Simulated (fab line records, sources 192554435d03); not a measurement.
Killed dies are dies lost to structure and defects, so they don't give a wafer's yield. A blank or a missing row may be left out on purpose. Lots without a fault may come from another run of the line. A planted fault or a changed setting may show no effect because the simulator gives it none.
A struck lot beside a sound one | flow n5_finfet | 38 steps out of a route of 1938
Sound: wafers L175.4, L175.5, L175.6. Struck: wafer L161.2. (L161.3, L161.4 of the same lot were not struck and are left out.) The cause comes at the end.
At each step with rows: each side's tool, then ch and its chambers, then its first start. Under that, the readings that differ: sound wafers | struck wafers | difference of the means | sigmas: that difference in standard deviations of wafers without a fault.
alike: readings whose means differ by less than 2 such deviations, and words and numbers that are the same on both sides. not compared: withheld readings, readings that some wafer has no value for, bounds like >300 that may hide the same value, and numbers for which the record gives no deviation and whose values overlap.
The two part at a step that has a row with sigmas, a row that says differs or no value, or rows on one side only. Numbers that don't overlap but have no deviation are shown without sigmas and don't part them. A reading that every wafer of one side lacks parts them only if that side has two wafers or more.

first, 12 steps without rows for these wafers: N5_BEOL_M4_ANNEAL_87 (time 240 s); N5_BEOL_M4_SPUTTER_88 (material Cu, target thk 4.5 nm, time 8.29 s); N5_BEOL_M4_ANNEAL_89 (time 240 s); N5_BEOL_M4_SPUTTER_90 (material Cu, target thk 4.5 nm, time 8.29 s); N5_BEOL_M4_ANNEAL_91 (time 240 s); N5_BEOL_M4_SPUTTER_92 (material Cu, target thk 4.5 nm, time 8.29 s); N5_BEOL_M4_ANNEAL_93 (time 240 s); N5_BEOL_M4_SPUTTER_94 (material Cu, target thk 4.5 nm, time 8.29 s); N5_BEOL_M4_ANNEAL_95 (time 240 s); N5_BEOL_M4_SPUTTER_96 (material Cu, target thk 4.5 nm, time 8.29 s); N5_BEOL_M4_ECD_50 (material Cu, target thk 300 nm); N5_BEOL_M4_ANNEAL_51 (time 90 s).
N5_BEOL_M4_CMP_52: polishes, stops on SiOC, t overpolish 6.8 s, target thk 40 nm.
  sound on cmp-02 ch 0,1, day 14 07:22; struck on cmp-03 ch 0, day 10 08:02
  reading                      | sound          | struck | difference | sigmas
  barrier_field_endpoint_s (s) | 25.4 25.1 25.8 | 24.0   | -1.4       | -2
  alike: clearing_platen_down_force_psi, motor_current_A, overpolish_run_s, time_to_endpoint_s
  not compared: pad_life_wafers
then, 4 steps without rows for these wafers: N5_BEOL_M4_PRE_CLEAN_60 (time 15 s); N5_BEOL_M4_CO_CAP_55 (material Co, precursor CCTBA/H2, target thk 2 nm, time 102.1 s); N5_BEOL_M4_PRE_CLEAN_56 (time 15 s); N5_BEOL_M4_DEP_57 (deposits SiCN from 3MS/NH3, target thk 8 nm, time 14 s).
N5_BEOL_M4_INSPECT_59: inspects for defects (darkfield).
  sound on defect_inspect-01, day 14 08:02; struck on defect_inspect-01, day 10 08:37
  reading          | sound     | struck | difference | sigmas
  raw_defect_count | 42 58 108 | 450    | +381       | +14
then, 13 steps without rows for these wafers: N5_BEOL_M5_ILD_DEP_00 (deposits SiCOH lowk from DEMS/porogen, target thk 140.64 nm, time 25.9 s); N5_BEOL_M5_CURE_79 (cures SiCOH lowk, time 240 s); N5_BEOL_M5_PECVD_70 (deposits SiO2 from TEOS/O2, target thk 16 nm, time 18 s); N5_BEOL_M5_HM_DEP_02 (deposits TiN, target thk 20 nm); N5_BEOL_M5_COAT_59 (time 60 s, resist thk 60 nm); N5_BEOL_M5_COAT_60 (time 60 s, resist thk 12 nm); N5_BEOL_M5_COAT_71 (time 60 s, resist thk 5 nm); N5_BEOL_M5_COAT_05 (resist thk 30 nm); N5_BEOL_M5_EBR_07; N5_BEOL_M5_SOFTBAKE_06 (time 60 s); N5_BEOL_M5_EXPOSE_08 (exposes mask M5, target cd 28 nm); N5_BEOL_M5_PEB_09 (peb time 60 s); N5_BEOL_M5_DEVELOP_10 (develop time 30 s).
N5_BEOL_M5_INSPECT_13: inspects for defects (brightfield).
  sound on defect_inspect-02, day 14 12:28; struck on defect_inspect-01, day 10 12:33
  reading          | sound       | struck | difference | sigmas
  raw_defect_count | 574 555 507 | 767    | +222       | +2
then, 4 steps without rows for these wafers: N5_BEOL_M5_DESCUM_16 (chemistry O2, time 7 s); N5_BEOL_M5_ETCH_72 (etches underlayer in N2/H2, target depth 6.5 nm, time 5.2 s); N5_BEOL_M5_ETCH_61 (etches SiARC in CF4, target depth 15.6 nm, time 26 s); N5_BEOL_M5_ETCH_62 (etches SOC in N2/H2, target depth 75 nm, overetch 15 nm, time 112.5 s).
N5_BEOL_M5_INSPECT_30: inspects for defects (brightfield).
  sound on defect_inspect-01, day 14 14:48; struck on defect_inspect-01, day 10 13:33
  reading          | sound       | struck | difference | sigmas
  raw_defect_count | 524 492 477 | 761    | +263       | +2
-- the record jumps here: 4 days lie between the struck wafers' starts before and after (it left off in module BEOL_M5 and takes up again in module PASSIVATION, whose first step shown is number 1936 of the route) --
N5_PASSIVATION_PROBE_49:
  the record has rows for the struck wafers here (prober-02, day 14 11:50) and none for the sound ones

WHERE THEY PART
First at N5_BEOL_M4_CMP_52; last, within this record, at N5_PASSIVATION_PROBE_49.

WHY: what the simulator had put in
Chamber particle source: cmp-03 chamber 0, from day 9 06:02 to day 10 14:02, at N5_BEOL_M4_CMP_52. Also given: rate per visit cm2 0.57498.
